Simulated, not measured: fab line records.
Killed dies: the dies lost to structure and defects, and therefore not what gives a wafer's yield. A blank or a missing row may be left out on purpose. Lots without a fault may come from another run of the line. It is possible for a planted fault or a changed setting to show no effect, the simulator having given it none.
Problem report in the 8D (eight disciplines) form, filled by code | flow n5 finfet | the parts of the form that need people (team, actions taken, sign-off) are left out

1. THE PROBLEM
At N5_SDB_CMP_30, time to endpoint s averages 28.2 s over 3 wafers from 2 lots, while fault-free wafers read 17.0 s, standard deviation 2.5. That is +4.5 standard deviations from the usual mean.
The step: polishes, stops on poly-Si, t overpolish 1.54 s, target thk 30 nm.
First observed at day 6 13:04: wafer L747.3, on cmp-02. At this step, 28 wafers from 10 lots have a number in the record. Rule for "out", or "out of limits": more than 4 standard deviations from the usual mean. The rest of the wafers with a number are treated as sound.

2. WHAT IT IS, AND WHAT IT ISN'T
question                    | is                     | is not
which readings at this step | time to endpoint s     | motor current A, retaining ring pressure frac
which lots                  | L747, L750             | L737, L738, L741, L743, L753, L754, L759, L760
which wafers of those lots  | L747.3, L747.6, L750.3 | L747.5, L750.4
read on which tools         | cmp-01, cmp-02         | cmp-04
when                        | from day 6 13:04       | up to then (12 sound wafers); but 13 sound wafers of L750, L753, L754, L759, L760 came after

3. THE SUSPECTS, EACH WITH WHAT RULES IT OUT
Counting: a tool at a process step up to the reading stays a suspect if it ran every lot that is out. Sound lots after the first of them don't rule it out here, since some wafers of a struck lot are sound.
- pecvd-04 at N5_SDB_HM_DEP_00 (deposits SiNx from SiH4/NH3/N2, target thk 40 nm, time 35.3 s): kept. It processed each lot that is out (first: L747, day 6 08:34); up to then, its last sound lot is L743 (day 5 06:23).
After counting, what remains is pecvd-04 at N5_SDB_HM_DEP_00.

4. THE CAUSE (what the simulator had put in)
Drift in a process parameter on pecvd-04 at N5_SDB_HM_DEP_00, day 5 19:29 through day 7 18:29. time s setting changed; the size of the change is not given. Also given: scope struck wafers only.
The count eliminated every tool but this one.

5. THE CHAIN OF EFFECTS, in route order
Each row: a reading where the mean over the struck wafers with a number is more than 3 standard deviations away from the usual. Scope: only readings with a usual standard deviation given in the record; hours: median across lots of the time from each lot's start at the first step in this table that gives one to its start at this step; sigmas: change in usual standard deviations.
hours | step                    | reading              | usual  | on struck wafers | change | sigmas
0     | N5_SDB_CMP_30           | time to endpoint s   | 17.0 s | 28.2             | +11.2  | +4.5
210   | N5_PASSIVATION_PROBE_49 | defect limited yield | 91.0 % | 0.0              | -91.0  | -70
210   | N5_PASSIVATION_PROBE_49 | killed at front end  | 40     | 1123             | +1083  | +99 or more
210   | N5_PASSIVATION_PROBE_49 | killed dies          | 107    | 1180             | +1073  | +72
210   | N5_PASSIVATION_PROBE_49 | killed on rim        | 15     | 152              | +137   | +30
210   | N5_PASSIVATION_PROBE_49 | sort_bin_5_function  | 5.3 %  | 96.6             | +91.3  | +99 or more
210   | N5_PASSIVATION_PROBE_49 | sort n pass          | 1073   | 0                | -1073  | -72
210   | N5_PASSIVATION_PROBE_49 | sort yield pct       | 91.0 % | 0.0              | -91.0  | -70
Here are the process steps it includes:
- N5_SDB_CMP_30: polishes, stops on poly-Si, t overpolish 1.54 s, target thk 30 nm.
- N5_PASSIVATION_PROBE_49

6. WHAT WOULD HAVE CAUGHT IT SOONER
First out-of-limits reading in this record: day 6 13:04, which is 18 hours after fault onset at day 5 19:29.
Of the tool readings at N5_SDB_HM_DEP_00 for which the record gives a usual standard deviation, none was out on any struck wafer, so an alarm limit of 4 standard deviations on them would not have fired.
Among the 2 lots that are out, L750 began N5_SDB_HM_DEP_00 on pecvd-04 after day 6 13:04. A tool hold placed at that time would have kept it from harm.
